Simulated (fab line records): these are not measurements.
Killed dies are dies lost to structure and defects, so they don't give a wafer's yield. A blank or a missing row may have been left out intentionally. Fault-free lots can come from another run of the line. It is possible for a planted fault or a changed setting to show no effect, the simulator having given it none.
Which of the tools did it? :: flow nand harc :: route of 1302 steps, sampled at 1 step: 13 lots, 39 wafers

== WHAT THE GAUGES SHOWED, per wafer ==
NHARC_A_CONTACT_INSPECT_44. Usual: raw defect count 80, standard deviation 44.
lot: L844
measured: day 21 13:10
on: defect inspect-02
raw defect count: 73 73 65
flag: 

lot: L846
measured: day 22 03:40
on: defect inspect-02
raw defect count: 68 68 52
flag: 

lot: L851
measured: day 24 13:16
on: defect inspect-02
raw defect count: 121 103 102
flag: 

lot: L857
measured: day 26 15:17
on: defect inspect-02
raw defect count: 92 89 88
flag: 

lot: L856
measured: day 26 15:49
on: defect inspect-01
raw defect count: 62 51 58
flag: 

lot: L858
measured: day 27 10:31
on: defect inspect-01
raw defect count: 54 38 47
flag: 

lot: L860
measured: day 28 12:49
on: defect inspect-02
raw defect count: 121 126 103
flag: 

lot: L861
measured: day 28 12:58
on: defect inspect-02
raw defect count: 75 73 82
flag: 

lot: L863
measured: day 29 05:40
on: defect inspect-02
raw defect count: 99 102 113
flag: 

lot: L862
measured: day 29 09:51
on: defect inspect-01
raw defect count: 29 27 31
flag: 

lot: L865
measured: day 29 23:32
on: defect inspect-01
raw defect count: 24 34 29
flag: 

lot: L864
measured: day 30 00:11
on: defect inspect-01
raw defect count: 66 90 84
flag: 

lot: L866
measured: day 30 14:36
on: defect inspect-01
raw defect count: 98 91 90
flag: 

== WHICH TOOL RAN EACH LOT (tool, then ch and the chambers of the sampled wafers, then the start) ==
The record holds no process step before these readings.

== WHAT THE TOOLS THEMSELVES READ (means of the sampled wafers that have a number; where no wafer has one, the mark that the record gives instead) ==
The record holds no such reading with a usual standard deviation.

== THE ANSWER, worked out from the rows above alone ==
Rule: take the mean of a lot's wafers that have a number; if it is more than 3 standard deviations from the usual mean, the lot is off. Also off: a lot with no number at a reading for which 4 or more lots have one. Any other lot the step has rows for is counted as sound. After the gauges, taken in route order, come the tools' own readings; for these a lot's mean is taken, as printed above. The first step at which some lot is off is used, and at that step the reading that is off furthest; a lot without a number counts as furthest.
Across all readings shown, no lot is off: no conclusion can be drawn from this.

== WHAT THE SIMULATOR HAD PUT IN ==
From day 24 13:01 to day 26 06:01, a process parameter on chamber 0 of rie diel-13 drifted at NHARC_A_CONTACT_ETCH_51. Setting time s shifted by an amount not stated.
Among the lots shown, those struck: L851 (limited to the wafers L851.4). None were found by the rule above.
